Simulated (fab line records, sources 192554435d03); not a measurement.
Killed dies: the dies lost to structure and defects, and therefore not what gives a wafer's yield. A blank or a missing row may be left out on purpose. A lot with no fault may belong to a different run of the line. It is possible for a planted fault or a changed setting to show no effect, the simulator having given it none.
Matching of chambers | flow n5 finfet | 3 sister chambers for N5_BEOL_M7_CURE_75 on uv cure-02
The step cures SiCOH lowk, time 120 s. 16 wafers are shown with their chamber, then 8 later ones without.

== WAFERS WITH THEIR CHAMBER ==
wafer  | chamber | wafer_temp_C_max | lamp power pct (%)
L074.3 | 2       | 371.3            | 52.33
L074.4 | 2       | 371.1            | 52.38
L074.6 | 2       | 371.3            | 52.28
L080.4 | 1       | 371.9            | 52.30
L080.5 | 1       | 371.8            | 52.35
L080.6 | 1       | 371.9            | 52.34
L083.1 | 2       | 371.6            | 52.33
L083.4 | 2       | 371.7            | 52.26
L083.6 | 2       | 371.3            | 52.24
L084.1 | 0       | 373.2            | 52.33
L084.4 | 0       | 372.6            | 52.37
L084.6 | 0       | 373.0            | 52.32
L086.2 | 2       | 371.3            | 52.33
L086.3 | 2       | 371.5            | 52.32
L086.4 | 2       | 370.9            | 52.29
L088.1 | 2       | 370.8            | 52.29

SIGNATURES (means of the wafers above)
reading          | chamber 0 | chamber 1 | chamber 2 | scatter within a chamber
wafer_temp_C_max | 372.933   | 371.867   | 371.280   | 0.267
lamp power pct   | 52.3400   | 52.3300   | 52.3050   | 0.0371
Rule: a wafer lies at a distance from a chamber equal to the root of the sum of squares, over the readings, of (its reading less the chamber's mean, divided by the reading's scatter). If the next closest chamber is less than 2 further off than the closest, the wafer can't be placed; otherwise it belongs to the closest. The scatter: take each reading less its chamber's mean, square it, sum over the shown wafers, divide by the number of wafers less the number of chambers, and take the root.

== WAFERS WHOSE CHAMBER IS MISSING ==
wafer  | wafer_temp_C_max | lamp power pct (%)
L088.4 | 370.8            | 52.32
L088.5 | 370.9            | 52.36
L093.1 | 371.0            | 52.31
L093.3 | 371.5            | 52.35
L093.4 | 370.9            | 52.42
L096.3 | 371.3            | 52.24
L096.5 | 371.4            | 52.32
L096.6 | 371.2            | 52.32

== THE CHAMBER EACH PASSED THROUGH ==
wafer  | from the rows above     | in truth
L088.4 | 2                       | 2
L088.5 | can't be placed: 2 or 1 | 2
L093.1 | 2                       | 2
L093.3 | can't be placed: 2 or 1 | 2
L093.4 | can't be placed: 2 or 1 | 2
L096.3 | can't be placed: 2 or 1 | 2
L096.5 | can't be placed: 2 or 1 | 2
L096.6 | 2                       | 2
3 of 8 placed correctly. Unplaceable from these rows: 5, with the true chamber sitting among the candidates in 5. Placed wrongly: 0.
